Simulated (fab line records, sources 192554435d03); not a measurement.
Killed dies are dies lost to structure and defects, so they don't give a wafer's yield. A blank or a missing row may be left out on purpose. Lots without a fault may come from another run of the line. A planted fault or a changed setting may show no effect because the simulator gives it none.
Chamber matching | flow n5_finfet | N5_FIN_CUT_CUT_ETCH_26 on rie_diel-02: 4 sister chambers
The step etches SiNx in CH3F/O2, target depth 39 nm, time 55.7 s. 4 wafers are shown with their chamber, then 9 later ones without.

WAFERS WITH THEIR CHAMBER
wafer  | chamber | showerhead_plenum_p_Torr (Torr)
L077.1 | 1       | 2.09
L085.1 | 2       | 1.99
L085.2 | 0       | 2.00
L085.3 | 3       | 1.91

WAFERS WITHOUT THEIR CHAMBER
wafer  | showerhead_plenum_p_Torr (Torr)
L085.4 | 1.91
L085.5 | 2.01
L085.6 | 1.99
L088.2 | 1.91
L088.5 | 1.91
L088.6 | 1.99
L094.1 | 2.00
L094.2 | 1.98
L094.5 | 2.08

WHICH CHAMBER EACH WENT THROUGH
wafer  | from the rows above     | in truth
L085.4 | 3                       | 3
L085.5 | can't be placed: 0 or 2 | 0
L085.6 | can't be placed: 2 or 0 | 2
L088.2 | 3                       | 3
L088.5 | 3                       | 3
L088.6 | can't be placed: 2 or 0 | 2
L094.1 | can't be placed: 0 or 2 | 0
L094.2 | can't be placed: 2 or 0 | 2
L094.5 | 1                       | 1
Placed correctly: 4 of 9. Can't be placed from these rows: 5 (the true chamber is among the candidates in 5). Placed wrongly: 0.
How it was worked out, from the rows above alone: a wafer's distance from a chamber is the root of the sum, over the readings, of the square of ((its reading less the chamber's mean) divided by the reading's scatter). The wafer belongs to the nearest chamber; if the next one is less than 2 further off, it can't be placed. A chamber's mean is the mean of its shown wafers. The scatter: with one shown wafer a chamber, the root of the mean of the squares of how far each hidden wafer lies from its nearest shown one.
